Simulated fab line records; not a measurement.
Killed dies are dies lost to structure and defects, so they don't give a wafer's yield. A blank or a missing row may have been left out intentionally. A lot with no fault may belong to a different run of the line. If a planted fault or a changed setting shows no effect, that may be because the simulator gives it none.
Chamber matching || flow n5_finfet || N5_DUMMY_GATE_STRIP_48 on rie_diel-03: 4 sister chambers
The step strips in N2/H2, time 20 s. 4 wafers are shown with their chamber, then 12 later ones without.

## WAFERS WITH THEIR CHAMBER
{"wafer": "L086.1", "chamber": 1, "showerhead_plenum_p_Torr (Torr)": 3.43}
{"wafer": "L086.3", "chamber": 2, "showerhead_plenum_p_Torr (Torr)": 3.56}
{"wafer": "L087.1", "chamber": 3, "showerhead_plenum_p_Torr (Torr)": 3.31}
{"wafer": "L087.5", "chamber": 0, "showerhead_plenum_p_Torr (Torr)": 3.21}

## WAFERS WITHOUT THEIR CHAMBER
{"wafer": "L091.2", "showerhead_plenum_p_Torr (Torr)": 3.30}
{"wafer": "L091.4", "showerhead_plenum_p_Torr (Torr)": 3.21}
{"wafer": "L091.5", "showerhead_plenum_p_Torr (Torr)": 3.30}
{"wafer": "L092.2", "showerhead_plenum_p_Torr (Torr)": 3.43}
{"wafer": "L092.3", "showerhead_plenum_p_Torr (Torr)": 3.21}
{"wafer": "L092.5", "showerhead_plenum_p_Torr (Torr)": 3.30}
{"wafer": "L094.2", "showerhead_plenum_p_Torr (Torr)": 3.21}
{"wafer": "L094.3", "showerhead_plenum_p_Torr (Torr)": 3.30}
{"wafer": "L094.5", "showerhead_plenum_p_Torr (Torr)": 3.21}
{"wafer": "L096.3", "showerhead_plenum_p_Torr (Torr)": 3.20}
{"wafer": "L096.4", "showerhead_plenum_p_Torr (Torr)": 3.42}
{"wafer": "L096.5", "showerhead_plenum_p_Torr (Torr)": 3.42}

## CHAMBER TAKEN BY EACH
{"wafer": "L091.2", "from the rows above": 3, "in truth": 3}
{"wafer": "L091.4", "from the rows above": 0, "in truth": 0}
{"wafer": "L091.5", "from the rows above": 3, "in truth": 3}
{"wafer": "L092.2", "from the rows above": 1, "in truth": 1}
{"wafer": "L092.3", "from the rows above": 0, "in truth": 0}
{"wafer": "L092.5", "from the rows above": 3, "in truth": 3}
{"wafer": "L094.2", "from the rows above": 0, "in truth": 0}
{"wafer": "L094.3", "from the rows above": 3, "in truth": 3}
{"wafer": "L094.5", "from the rows above": 0, "in truth": 0}
{"wafer": "L096.3", "from the rows above": 0, "in truth": 0}
{"wafer": "L096.4", "from the rows above": 1, "in truth": 1}
{"wafer": "L096.5", "from the rows above": 1, "in truth": 1}
Placed correctly: 12 of 12. Left unplaced by these rows: 0. Number placed wrongly: 0.
How it was worked out, from the rows above alone: a wafer's distance from a chamber is the root of the sum, over the readings, of the square of ((its reading less the chamber's mean) divided by the reading's scatter). The wafer belongs to the nearest chamber; if the next one is less than 2 further off, it can't be placed. The mean given for a chamber averages the wafers shown for that chamber. The scatter: with one shown wafer a chamber, the root of the mean of the squares of how far each hidden wafer lies from its nearest shown one.
